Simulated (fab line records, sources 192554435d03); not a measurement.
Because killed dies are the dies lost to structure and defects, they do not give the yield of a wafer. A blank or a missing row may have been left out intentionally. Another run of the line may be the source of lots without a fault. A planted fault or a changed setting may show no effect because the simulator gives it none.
A lot that was struck, set against a sound lot :: flow n5 finfet :: 15 out of 1938 route steps
Sound: these wafers, L668.2, L668.3, L668.5. Wafers struck: L679.2, L679.3, L679.5. The cause is given at the end.
Per side, at each step with rows, come the tool, then ch with its chambers, and then its first start. Under that, the readings that differ: sound wafers :: struck wafers :: difference of the means :: sigmas: that difference in standard deviations of wafers without a fault.
alike: a reading whose means differ by less than 2 such deviations, as well as words and numbers matching on both sides. not compared: withheld readings; readings where some wafer has no value; bounds like >300 that might hide an equal value; numbers whose values overlap and for which the record gives no deviation.
A row with sigmas, a row that says differs or no value, or rows on one side alone: a step with any of these is where the two part. Non-overlapping numbers with no deviation appear without sigmas and do not part them. A reading missing from all wafers of one side parts the sides only when that side holds two or more wafers.

first, 4 steps without rows for these wafers: N5_BEOL_M3_SOFTBAKE_23 (time 60 s); N5_BEOL_M3_EXPOSE_25 (exposes mask V2, defocus 5 nm); N5_BEOL_M3_PEB_26 (peb time 60 s); N5_BEOL_M3_DEVELOP_27 (develop time 30 s).
N5_BEOL_M3_CD_MEAS_28: target cd 25.7 nm, target cd y 23.3 nm.
  sound on cd sem-01 ch 0, day 8 17:53; struck on cd sem-02 ch 0, day 11 13:34
  alike: cd nm
N5_BEOL_M3_OVL_MEAS_29:
  sound on overlay-02 ch 0, day 8 17:55; struck on overlay-02 ch 0, day 11 13:36
  alike: V2_OVL
N5_BEOL_M3_INSPECT_30: inspects for defects (brightfield).
  sound on defect inspect-01, day 8 17:58; struck on defect inspect-02, day 11 13:39
  alike: raw defect count
N5_BEOL_M3_DESCUM_33: chemistry O2, time 7 s.
  sound on rie diel-05 ch 0,3, day 8 18:00; struck on rie diel-05 ch 1,2,3, day 11 13:41
  alike: drypump motor current A, oes product au, rf vpp V, showerhead plenum p Torr, throttle valve pct
  not compared: rf hours counter h
N5_BEOL_M3_ETCH_77: etches underlayer in N2/H2, target depth 6.5 nm, time 5.2 s.
  sound on rie diel-05 ch 0,3, day 8 18:02; struck on rie diel-05 ch 1,2,3, day 11 13:43
  alike: bias w, drypump motor current A, etch rf on time s, oes product au, rf fwd power W, rf vpp V, showerhead plenum p Torr, throttle valve pct
  not compared: rf hours counter h
N5_BEOL_M3_ETCH_69: etches SiARC in CF4, target depth 15.6 nm, time 26 s.
  sound on rie diel-05 ch 0,3, day 8 18:03; struck on rie diel-05 ch 1,2,3, day 11 13:44
  alike: bias w, drypump motor current A, etch rf on time s, oes product au, rf fwd power W, rf vpp V, showerhead plenum p Torr, throttle valve pct
  not compared: rf hours counter h
N5_BEOL_M3_ALD_98: deposits SiO2, target thk 2.5 nm, pulse time 1 s, co reactant pulse time 1 s.
  sound on ald sin-04 ch 1,2, day 8 19:10; struck on ald sin-04 ch 0,1,3, day 11 13:49
  alike: heater power w, precursor pulse height rel, susceptor temp C
N5_BEOL_M3_ETCHBACK_99: etches SiO2 in CHF3, target depth 5 nm, time 10.4 s.
  sound on rie diel-05 ch 2,3, day 8 20:38; struck on rie diel-05 ch 0,2,3, day 11 13:58
  alike: bias w, drypump motor current A, oes product au, rf vpp V, showerhead plenum p Torr, throttle valve pct
  not compared: rf hours counter h
N5_BEOL_M3_ETCH_70: etches SOC in N2/H2, target depth 80 nm, overetch 16 nm, time 120 s.
  sound on rie diel-05 ch 2,3, day 8 20:40; struck on rie diel-05 ch 0,2,3, day 11 14:00
reading: rf fwd power W (W)
sound: 830 839 835
struck: 631 635 636
difference: -201
sigmas: -67

reading: rf vpp V (V)
sound: 520 521 520
struck: 572 570 570
difference: +50
sigmas: +16

reading: model.SiARC_of_BEOL_M3_COAT_68.thk nm (nm)
sound: 6.4 6.6 6.6
struck: 7.2 7.4 7.2
difference: +0.7
sigmas: 
  alike: bias w, drypump motor current A, oes product au, showerhead plenum p Torr, throttle valve pct
  not compared: rf hours counter h
then, 1 step without rows for these wafers: N5_BEOL_M3_STRIP_71 (strips in N2/H2).
N5_BEOL_M4_RC_MEAS_101:
  sound on prober-01 ch 0, day 9 13:55; struck on prober-01 ch 0, day 12 07:16
  alike: DIBL_N, DIBL_P, IOFF_N, IOFF_P, ION_N, ION_P, SS_N, SS_P, VT_N, VT_P

## WHERE THEY PART
Within this record, at N5_BEOL_M3_ETCH_70 only. Later steps at which nothing parts them and some readings are alike: N5_BEOL_M4_RC_MEAS_101.

WHY: what had been put in by the simulator
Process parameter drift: rie diel-05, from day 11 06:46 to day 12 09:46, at N5_BEOL_M3_ETCH_70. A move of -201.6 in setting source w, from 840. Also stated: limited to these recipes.
